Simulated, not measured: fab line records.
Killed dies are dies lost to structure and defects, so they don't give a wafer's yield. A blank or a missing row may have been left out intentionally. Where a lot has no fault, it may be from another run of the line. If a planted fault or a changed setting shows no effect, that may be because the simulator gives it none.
Struck lot and sound lot, side by side ; flow n5_finfet ; 38 out of 1938 route steps
Sound: these wafers, L230.1, L230.2, L230.6. Struck: wafer L231.6 (left out: L231.3, a lot-mate that was not struck); the cause follows at the end.
Per side, at each step with rows, come the tool, then ch with its chambers, and then its first start. Under that, the readings that differ: sound wafers ; struck wafers ; difference of the means ; sigmas: that difference in standard deviations of wafers without a fault.
alike: readings with means less than 2 such deviations apart, plus words and numbers identical on both sides. not compared: withheld readings, readings lacking a value on some wafer, bounds such as >300 that could conceal the same value, and numbers that have no deviation in the record and whose values overlap.
Wherever a step has rows on one side only, a row that says differs or no value, or a row with sigmas, the two part there. When numbers do not overlap yet have no deviation, they are printed without sigmas and do not part them. A reading missing from all wafers of one side parts the sides only when that side holds two or more wafers.

first, 9 steps without rows for these wafers: N5_BEOL_M4_ANNEAL_95 (time 240 s); N5_BEOL_M4_SPUTTER_96 (material Cu, target thk 4.5 nm, time 8.29 s); N5_BEOL_M4_ECD_50 (material Cu, target thk 300 nm); N5_BEOL_M4_ANNEAL_51 (time 90 s); N5_BEOL_M4_CMP_52 (polishes, stops on SiOC, t overpolish 6.8 s, target thk 40 nm); N5_BEOL_M4_PRE_CLEAN_60 (time 15 s); N5_BEOL_M4_CO_CAP_55 (material Co, precursor CCTBA/H2, target thk 2 nm, time 102.1 s); N5_BEOL_M4_PRE_CLEAN_56 (time 15 s); N5_BEOL_M4_DEP_57 (deposits SiCN from 3MS/NH3, target thk 8 nm, time 14 s).
N5_BEOL_M4_RC_MEAS_101:
  sound on prober-01 ch 0, day 11 06:36; struck on prober-02 ch 0, day 11 14:32
  alike: DIBL_N, DIBL_P, IOFF_N, IOFF_P, ION_N, ION_P, SS_N, SS_P, VT_N, VT_P
then, 24 steps without rows for these wafers: N5_BEOL_M5_ILD_DEP_00 (deposits SiCOH lowk from DEMS/porogen, target thk 140.64 nm, time 25.9 s); N5_BEOL_M5_CURE_79 (cures SiCOH lowk, time 240 s); N5_BEOL_M5_PECVD_70 (deposits SiO2 from TEOS/O2, target thk 16 nm, time 18 s); N5_BEOL_M5_HM_DEP_02 (deposits TiN, target thk 20 nm); N5_BEOL_M5_COAT_59 (time 60 s, resist thk 60 nm); N5_BEOL_M5_COAT_60 (time 60 s, resist thk 12 nm); N5_BEOL_M5_COAT_71 (time 60 s, resist thk 5 nm); N5_BEOL_M5_COAT_05 (resist thk 30 nm); N5_BEOL_M5_EBR_07; N5_BEOL_M5_SOFTBAKE_06 (time 60 s); N5_BEOL_M5_EXPOSE_08 (exposes mask M5, target cd 28 nm); N5_BEOL_M5_PEB_09 (peb time 60 s); N5_BEOL_M5_DEVELOP_10 (develop time 30 s); N5_BEOL_M5_DESCUM_16 (chemistry O2, time 7 s); N5_BEOL_M5_ETCH_72 (etches underlayer in N2/H2, target depth 6.5 nm, time 5.2 s); N5_BEOL_M5_ETCH_61 (etches SiARC in CF4, target depth 15.6 nm, time 26 s); N5_BEOL_M5_ETCH_62 (etches SOC in N2/H2, target depth 75 nm, overetch 15 nm, time 112.5 s); N5_BEOL_M5_STRIP_63 (strips in N2/H2); N5_BEOL_M5_STRIP_73 (strips in N2/H2); N5_BEOL_M5_STRIP_64 (strips in CF4); N5_BEOL_M5_HM_OPEN_17 (chemistry Cl2/BCl3, target TiN, target depth 20 nm, overetch 6 nm); N5_BEOL_M5_STRIP_19 (strips in O2); N5_BEOL_M5_COAT_65 (time 60 s, resist thk 60 nm); N5_BEOL_M5_COAT_66 (time 60 s, resist thk 12 nm).
N5_BEOL_M7_CMP_52: polishes, stops on SiCOH lowk, t overpolish 6.9 s, target thk 80 nm.
  sound on cmp-01 ch 1,3, day 12 10:18; struck on cmp-01 ch 3, day 13 00:30
reading;sound;struck;difference;sigmas
barrier_field_endpoint_s (s);28.3 28.5 28.9;46.7;+18.1;+23
overpolish_run_s (s);6.904 6.907 6.909;0.040;-6.867;-99 or more
time_to_endpoint_s (s);61 62 60;81;+20;+6
  alike: clearing_platen_rpm, motor_current_A, retaining_ring_pressure_frac
N5_BEOL_M7_THK_MEAS_53: measures by xrf.
  sound on film_metro-01 at day 12 10:34; struck on film_metro-01 at day 13 00:46
reading;sound;struck;difference;sigmas
M7_THK (nm);72.2 73.4 77.8;178.8;+104.3;+47
N5_BEOL_M7_INSPECT_58: inspects for defects (darkfield).
  sound on defect_inspect-02 at day 12 10:43; struck on defect_inspect-02 at day 13 00:55
reading;sound;struck;difference;sigmas
raw_defect_count;75 76 81;1250;+1173;+47
-- a jump in the record: the struck wafers' starts before and after are 3 days apart (it breaks off in module BEOL_M7 and resumes in module PASSIVATION, where the first step shown is number 1936 of the route) --
N5_PASSIVATION_PROBE_49:
  only the struck wafers here have rows in the record (prober-01, day 15 16:20); the sound ones have none

WHERE THEY PART
Earliest at N5_BEOL_M7_CMP_52; latest, in this record, at N5_PASSIVATION_PROBE_49.

WHY: whatever the simulator had introduced
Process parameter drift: cmp-01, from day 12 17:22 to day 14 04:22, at N5_BEOL_M7_CMP_52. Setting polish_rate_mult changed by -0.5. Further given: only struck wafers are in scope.
